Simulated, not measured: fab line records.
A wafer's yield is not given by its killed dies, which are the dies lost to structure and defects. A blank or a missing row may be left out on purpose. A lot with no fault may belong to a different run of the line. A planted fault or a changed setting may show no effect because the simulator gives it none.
Which tool was responsible? | flow n5Finfet | 24 lots, 72 wafers sampled, at 5 steps of a route of 1938

WHAT THE GAUGES READ, wafer by wafer
N5_SD_EPI_P_INSPECT_26: inspects for defects (darkfield). Usual: rawDefectCount reads 179 (standard deviation 38).
lot  | measured    | on               | rawDefectCount | flag
L074 | day 3 11:42 | defectInspect-01 | 238 159 205    | 
L075 | day 3 14:40 | defectInspect-02 | 193 165 155    | 
L076 | day 3 21:54 | defectInspect-01 | 148 189 173    | 
L077 | day 4 02:28 | defectInspect-01 | 166 151 152    | 
L078 | day 4 10:50 | defectInspect-01 | 149 151 180    | 
L079 | day 4 15:34 | defectInspect-02 | 137 173 152    | 
L080 | day 4 21:41 | defectInspect-02 | 164 173 192    | 
L081 | day 5 05:05 | defectInspect-01 | 175 119 201    | 
L082 | day 5 12:41 | defectInspect-02 | 189 177 172    | 
L083 | day 5 19:17 | defectInspect-01 | 191 151 177    | 
L084 | day 6 03:10 | defectInspect-02 | 182 178 165    | 
L085 | day 6 03:32 | defectInspect-01 | 213 165 222    | 
L086 | day 6 17:22 | defectInspect-02 | 219 217 151    | 
L087 | day 6 20:20 | defectInspect-01 | 196 208 192    | 
L088 | day 7 00:04 | defectInspect-01 | 117 100 205    | 
L089 | day 7 10:20 | defectInspect-02 | 159 183 170    | 
L090 | day 7 12:10 | defectInspect-02 | 156 167 112    | 
L091 | day 7 18:01 | defectInspect-01 | 264 227 214    | 
L092 | day 8 01:26 | defectInspect-01 | 162 87 124     | 
L093 | day 8 04:25 | defectInspect-01 | 184 132 154    | 
L094 | day 8 14:47 | defectInspect-02 | 153 160 208    | 
L095 | day 8 19:25 | defectInspect-01 | 165 164 210    | 
L096 | day 9 02:41 | defectInspect-01 | 186 263 379    | 
L097 | day 9 13:59 | defectInspect-02 | 169 236 203    | 

N5_HKMG_FIN_CD_MEAS_49: the cd target is 202 nm. Usual: cdNm reads 202.2 nm (standard deviation 0.66).
lot  | measured     | on       | cdNm (nm)         | flag
L074 | day 4 00:40  | cdSem-02 | 202.1 202.8 202.8 | 
L075 | day 4 03:46  | cdSem-02 | 201.5 202.0 203.0 | 
L076 | day 4 11:04  | cdSem-02 | 202.1 202.6 201.8 | 
L077 | day 4 16:02  | cdSem-03 | 201.1 202.2 201.8 | 
L078 | day 5 00:07  | cdSem-03 | 202.6 202.9 202.4 | 
L079 | day 5 06:14  | cdSem-02 | 202.3 201.8 201.2 | 
L080 | day 5 12:09  | cdSem-03 | 203.1 203.1 202.2 | 
L081 | day 5 19:17  | cdSem-03 | 202.3 201.1 201.9 | 
L082 | day 6 02:22  | cdSem-02 | 201.5 201.6 202.6 | 
L083 | day 6 08:23  | cdSem-03 | 202.6 201.6 202.8 | 
L084 | day 6 17:16  | cdSem-03 | 202.0 203.1 202.4 | 
L085 | day 6 18:20  | cdSem-02 | 202.0 202.9 202.3 | 
L086 | day 7 06:53  | cdSem-02 | 201.7 202.1 202.3 | 
L087 | day 7 09:37  | cdSem-02 | 201.9 202.0 201.8 | 
L088 | day 7 13:22  | cdSem-02 | 202.8 201.6 200.7 | 
L089 | day 7 23:11  | cdSem-03 | 203.7 202.7 203.0 | 
L090 | day 8 02:15  | cdSem-02 | 203.3 203.1 202.4 | 
L091 | day 8 08:49  | cdSem-03 | 202.2 202.8 202.8 | 
L092 | day 8 17:41  | cdSem-01 | 202.7 203.0 202.7 | 
L093 | day 8 19:56  | cdSem-02 | 201.6 201.6 201.9 | 
L094 | day 9 05:52  | cdSem-01 | 200.8 202.4 202.5 | 
L095 | day 9 09:49  | cdSem-03 | 202.3 202.4 202.7 | 
L096 | day 9 19:02  | cdSem-02 | 201.8 201.4 202.6 | 
L097 | day 10 03:21 | cdSem-02 | 202.7 202.3 201.5 | 

EACH LOT AND THE TOOL THAT RAN IT (in order: tool; ch and the chambers of the sampled wafers; start)
lot  | N5_SD_EPI_N_ETCHBACK_44          | N5_SD_EPI_P_ETCH_36              | N5_HKMG_FIN_ALD_75
L074 | rieDiel-02 ch 1,3, day 3 00:53   | rieDiel-04 ch 0,1,2, day 3 06:04 | aldHk-01 ch 0,1, day 4 00:19
L075 | rieDiel-02 ch 1,2,3, day 3 06:05 | rieDiel-06 ch 0,2, day 3 10:59   | aldHk-03 ch 0,1,3, day 4 03:19
L076 | rieDiel-03 ch 1,2,3, day 3 13:27 | rieDiel-04 ch 1,2, day 3 18:11   | aldHk-02 ch 1,2, day 4 10:44
L077 | rieDiel-03 ch 1,2,3, day 3 18:35 | rieDiel-04 ch 0,2,3, day 3 22:46 | aldHk-01 ch 0,1, day 4 15:34
L078 | rieDiel-02 ch 1,2,3, day 4 02:13 | rieDiel-01 ch 0,1,2, day 4 07:08 | aldHk-01 ch 0,3, day 4 23:38
L079 | rieDiel-03 ch 0,1, day 4 07:02   | rieDiel-04 ch 0,1,2, day 4 10:59 | aldHk-01 ch 1,2,3, day 5 05:47
L080 | rieDiel-05 ch 0,2, day 4 12:38   | rieDiel-04 ch 0,1,3, day 4 17:02 | aldHk-03 ch 2,3, day 5 11:49
L081 | rieDiel-02 ch 1,3, day 4 19:22   | rieDiel-04 ch 0,1,3, day 4 23:27 | aldHk-03 ch 0,1,2, day 5 18:49
L082 | rieDiel-03 ch 2,3, day 5 02:35   | rieDiel-06 ch 0,1,2, day 5 07:02 | aldHk-03 ch 2,3, day 6 02:01
L083 | rieDiel-05 ch 0,3, day 5 09:42   | rieDiel-06 ch 1,2,3, day 5 13:38 | aldHk-01 ch 1,2,3, day 6 07:55
L084 | rieDiel-03 ch 1,2,3, day 5 18:09 | rieDiel-04 ch 0,2,3, day 5 22:38 | aldHk-03 ch 0,2,3, day 6 16:47
L085 | rieDiel-03 ch 1,2,3, day 5 19:55 | rieDiel-04 ch 0,2,3, day 5 23:50 | aldHk-03 ch 0,1,2, day 6 17:59
L086 | rieDiel-05 ch 0,1,3, day 6 07:37 | rieDiel-04 ch 0,1, day 6 13:40   | aldHk-03 ch 0,1, day 7 06:25
L087 | rieDiel-02 ch 2,3, day 6 11:47   | rieDiel-06 ch 0,1,3, day 6 15:47 | aldHk-01 ch 0,1, day 7 09:08
L088 | rieDiel-03 ch 1,2, day 6 16:19   | rieDiel-01 ch 0,1,3, day 6 20:22 | aldHk-03 ch 0,1, day 7 12:54
L089 | rieDiel-02 ch 1,2, day 6 21:36   | rieDiel-04 ch 0,1, day 7 04:46   | aldHk-03 ch 0,3, day 7 22:50
L090 | rieDiel-02 ch 0,1,2, day 7 02:40 | rieDiel-04 ch 0,2, day 7 08:28   | aldHk-02 ch 0,1,2, day 8 01:55
L091 | rieDiel-03 ch 0,1, day 7 09:37   | rieDiel-06 ch 0,1,2, day 7 14:19 | aldHk-02 ch 0,1,3, day 8 08:17
L092 | rieDiel-03 ch 0,1,3, day 7 15:28 | rieDiel-06 ch 0,2,3, day 7 20:55 | aldHk-02 ch 0,2,3, day 8 17:13
L093 | rieDiel-05 ch 2,3, day 7 19:13   | rieDiel-06 ch 2,3, day 7 23:56   | aldHk-03 ch 0,2,3, day 8 19:23
L094 | rieDiel-02 ch 1,2,3, day 8 05:23 | rieDiel-06 ch 0,1,3, day 8 10:14 | aldHk-01 ch 2,3, day 9 05:23
L095 | rieDiel-05 ch 0,1,2, day 8 08:53 | rieDiel-06 ch 0,1,3, day 8 14:47 | aldHk-02 ch 1,2,3, day 9 09:22
L096 | rieDiel-05 ch 0,2,3, day 8 17:04 | rieDiel-04 ch 1,2,3, day 8 22:10 | aldHk-03 ch 0,3, day 9 18:34
L097 | rieDiel-02 ch 0,1,3, day 9 01:55 | rieDiel-06 ch 0,2, day 9 08:19   | aldHk-03 ch 0,1, day 10 03:00
- N5_SD_EPI_N_ETCHBACK_44: etches SiNx in CH3F/O2, stops on SiO2, target depth 14.5 nm.
- N5_SD_EPI_P_ETCH_36: etches SiARC in CF4, target depth 45.5 nm, time 75.8 s.
- N5_HKMG_FIN_ALD_75: deposits Al2O3, target thk 1 nm, co reactant pulse time 1 s.

WHAT THE TOOLS THEMSELVES READ (means of the sampled wafers that have a number; where no wafer has one, the mark that the record gives instead)
N5_SD_EPI_N_ETCHBACK_44. Usual: drypumpMotorCurrentA is 5.9 A with standard deviation 0.4, oes_o_777_au is 0.75 a.u. with standard deviation 0.059, oesProductAu is 0.64 a.u. with standard deviation 0.056, rfFwdPowerW is 393.2 W with standard deviation 1.5, rfVppV is 298 V with standard deviation 6.9, showerheadPlenumPTorr is 2.00 Torr with standard deviation 0.066, and throttleValvePct is 16.38 % with standard deviation 0.17.
lot  | tool       | drypumpMotorCurrentA (A) | oes_o_777_au (a.u.) | oesProductAu (a.u.) | rfFwdPowerW (W) | rfVppV (V) | showerheadPlenumPTorr (Torr) | throttleValvePct (%) | flag
L074 | rieDiel-02 | 5.6                      | 0.81                | 0.71                | 393.4           | 299        | 2.06                         | 16.23                | 
L075 | rieDiel-02 | 5.7                      | 0.79                | 0.69                | 393.5           | 303        | 2.01                         | 16.33                | 
L076 | rieDiel-03 | 5.9                      | 0.76                | 0.64                | 393.0           | 290        | 2.00                         | 16.26                | 
L077 | rieDiel-03 | 5.9                      | 0.76                | 0.64                | 393.6           | 290        | 2.00                         | 16.27                | 
L078 | rieDiel-02 | 5.7                      | 0.78                | 0.68                | 393.2           | 302        | 2.01                         | 16.34                | 
L079 | rieDiel-03 | 6.3                      | 0.75                | 0.63                | 392.0           | 293        | 1.99                         | 16.41                | 
L080 | rieDiel-05 | 5.6                      | 0.70                | 0.61                | 390.7           | 304        | 2.00                         | 16.34                | 
L081 | rieDiel-02 | 5.6                      | 0.79                | 0.69                | 394.1           | 301        | 2.05                         | 16.26                | 
L082 | rieDiel-03 | 5.7                      | 0.74                | 0.61                | 393.1           | 290        | 1.99                         | 16.20                | 
L083 | rieDiel-05 | 6.0                      | 0.73                | 0.62                | 393.6           | 299        | 2.07                         | 16.37                | 
L084 | rieDiel-03 | 5.9                      | 0.75                | 0.63                | 394.5           | 289        | 2.00                         | 16.29                | 
L085 | rieDiel-03 | 5.9                      | 0.75                | 0.63                | 392.9           | 289        | 2.00                         | 16.30                | 
L086 | rieDiel-05 | 5.8                      | 0.73                | 0.61                | 393.2           | 300        | 2.07                         | 16.53                | 
L087 | rieDiel-02 | 5.9                      | 0.81                | 0.70                | 392.2           | 300        | 1.95                         | 16.39                | 
L088 | rieDiel-03 | 5.8                      | 0.73                | 0.62                | 392.1           | 290        | 1.99                         | 16.39                | 
L089 | rieDiel-02 | 5.7                      | 0.70                | 0.61                | 392.5           | 308        | 2.01                         | 16.49                | 
L090 | rieDiel-02 | 5.9                      | 0.72                | 0.63                | 392.5           | 304        | 1.97                         | 16.45                | 
L091 | rieDiel-03 | 6.3                      | 0.73                | 0.61                | 393.0           | 292        | 1.99                         | 16.46                | 
L092 | rieDiel-03 | 6.2                      | 0.74                | 0.62                | 393.2           | 291        | 1.99                         | 16.35                | 
L093 | rieDiel-05 | 6.2                      | 0.77                | 0.67                | 392.1           | 302        | 2.03                         | 16.44                | 
L094 | rieDiel-02 | 5.7                      | 0.74                | 0.65                | 392.7           | 302        | 2.00                         | 16.41                | 
L095 | rieDiel-05 | 5.5                      | 0.77                | 0.66                | 394.1           | 301        | 2.03                         | 16.33                | 
L096 | rieDiel-05 | 5.9                      | 0.76                | 0.66                | 392.2           | 301        | 2.03                         | 16.32                | 
L097 | rieDiel-02 | 5.9                      | 0.76                | 0.66                | 393.8           | 298        | 1.96                         | 16.38                | 

N5_SD_EPI_P_ETCH_36. Usual: drypumpMotorCurrentA is 5.6 A with standard deviation 0.41, etchRfOnTimeS is 75.4 s with standard deviation 1.5, oesProductAu is 0.66 a.u. with standard deviation 0.061, rfFwdPowerW is 539.8 W with standard deviation 2.4, rfVppV is 184.3 V with standard deviation 1.3, showerheadPlenumPTorr is 2.17 Torr with standard deviation 0.081, and throttleValvePct is 15.67 % with standard deviation 0.18.
lot  | tool       | drypumpMotorCurrentA (A) | etchRfOnTimeS (s) | oesProductAu (a.u.) | rfFwdPowerW (W) | rfVppV (V) | showerheadPlenumPTorr (Torr) | throttleValvePct (%) | flag
L074 | rieDiel-04 | 5.5                      | 75.6              | 0.69                | 540.8           | 185.5      | 2.21                         | 15.63                | 
L075 | rieDiel-06 | 5.3                      | 75.8              | 0.63                | 539.2           | 185.3      | 2.16                         | 15.77                | 
L076 | rieDiel-04 | 5.6                      | 75.4              | 0.68                | 541.1           | 184.3      | 2.20                         | 15.76                | 
L077 | rieDiel-04 | 5.7                      | 76.5              | 0.68                | 540.3           | 184.6      | 2.21                         | 15.56                | 
L078 | rieDiel-01 | 5.9                      | 76.3              | 0.66                | 540.7           | 184.4      | 2.16                         | 15.81                | 
L079 | rieDiel-04 | 5.6                      | 76.5              | 0.68                | 540.3           | 184.7      | 2.21                         | 15.65                | 
L080 | rieDiel-04 | 5.6                      | 74.2              | 0.64                | 539.5           | 185.3      | 2.22                         | 15.75                | 
L081 | rieDiel-04 | 5.6                      | 75.1              | 0.63                | 538.7           | 185.1      | 2.22                         | 15.76                | 
L082 | rieDiel-06 | 5.3                      | 75.3              | 0.64                | 537.0           | 183.4      | 2.08                         | 15.69                | 
L083 | rieDiel-06 | 5.5                      | 74.0              | 0.64                | 541.0           | 183.0      | 2.05                         | 15.68                | 
L084 | rieDiel-04 | 5.8                      | 75.7              | 0.67                | 539.9           | 184.0      | 2.21                         | 15.58                | 
L085 | rieDiel-04 | 5.7                      | 76.3              | 0.67                | 541.4           | 184.9      | 2.21                         | 15.58                | 
L086 | rieDiel-04 | 5.3                      | 76.5              | 0.64                | 538.1           | 184.9      | 2.21                         | 15.75                | 
L087 | rieDiel-06 | 5.7                      | 75.0              | 0.65                | 539.5           | 182.7      | 2.10                         | 15.65                | 
L088 | rieDiel-01 | 6.2                      | 77.1              | 0.62                | 538.6           | 183.7      | 2.11                         | 15.80                | 
L089 | rieDiel-04 | 5.3                      | 76.2              | 0.64                | 538.9           | 184.5      | 2.21                         | 15.76                | 
L090 | rieDiel-04 | 5.5                      | 77.0              | 0.68                | 539.0           | 185.5      | 2.21                         | 15.59                | 
L091 | rieDiel-06 | 5.3                      | 75.3              | 0.71                | 539.0           | 184.1      | 2.16                         | 15.56                | 
L092 | rieDiel-06 | 5.5                      | 75.0              | 0.69                | 538.9           | 184.3      | 2.20                         | 15.65                | 
L093 | rieDiel-06 | 5.7                      | 73.4              | 0.68                | 538.5           | 185.1      | 2.17                         | 15.65                | 
L094 | rieDiel-06 | 5.8                      | 75.2              | 0.63                | 539.8           | 184.1      | 2.10                         | 15.69                | 
L095 | rieDiel-06 | 5.8                      | 75.1              | 0.64                | 537.3           | 184.0      | 2.10                         | 15.68                | 
L096 | rieDiel-04 | 5.8                      | 75.1              | 0.64                | 541.9           | 184.0      | 2.19                         | 15.75                | 
L097 | rieDiel-06 | 5.3                      | 75.5              | 0.68                | 540.0           | 185.3      | 2.23                         | 15.70                | 

N5_HKMG_FIN_ALD_75. Usual: heaterPowerW 154 W, standard deviation 10; precursorPulseHeightRel 1.000, standard deviation 0.02.
lot  | tool     | heaterPowerW (W) | precursorPulseHeightRel | flag
L074 | aldHk-01 | 150              | 0.985                   | 
L075 | aldHk-03 | 160              | 0.996                   | 
L076 | aldHk-02 | 149              | 0.992                   | 
L077 | aldHk-01 | 151              | 1.005                   | 
L078 | aldHk-01 | 146              | 0.997                   | 
L079 | aldHk-01 | 159              | 1.023                   | 
L080 | aldHk-03 | 156              | 0.996                   | 
L081 | aldHk-03 | 157              | 0.991                   | 
L082 | aldHk-03 | 160              | 1.006                   | 
L083 | aldHk-01 | 156              | 0.988                   | 
L084 | aldHk-03 | 161              | 0.992                   | 
L085 | aldHk-03 | 159              | 1.007                   | 
L086 | aldHk-03 | 162              | 1.006                   | 
L087 | aldHk-01 | 150              | 1.001                   | 
L088 | aldHk-03 | 157              | 0.987                   | 
L089 | aldHk-03 | 161              | 1.006                   | 
L090 | aldHk-02 | 148              | 0.981                   | 
L091 | aldHk-02 | 141              | 1.012                   | 
L092 | aldHk-02 | 140              | 0.990                   | 
L093 | aldHk-03 | 158              | 1.015                   | 
L094 | aldHk-01 | 159              | 0.971                   | 
L095 | aldHk-02 | 148              | 1.003                   | 
L096 | aldHk-03 | 162              | 1.001                   | 
L097 | aldHk-03 | 160              | 1.010                   | 

THE ANSWER, worked out from the rows above alone
Rule: take the mean of a lot's wafers that have a number; if it is more than 3 standard deviations from the usual mean, the lot is off. Also off: a lot with no number at a reading for which 4 or more lots have one. Where the step has rows for the other lots, those lots are counted as sound. First the gauges in route order, then the tools' own readings, where a lot's mean is used as printed above. The first step at which some lot is off is used, and at that step the reading that is off furthest; a lot without a number counts as furthest.
Nothing can be told from this: no lot is off at any reading shown.

WHAT THE SIMULATOR PUT IN
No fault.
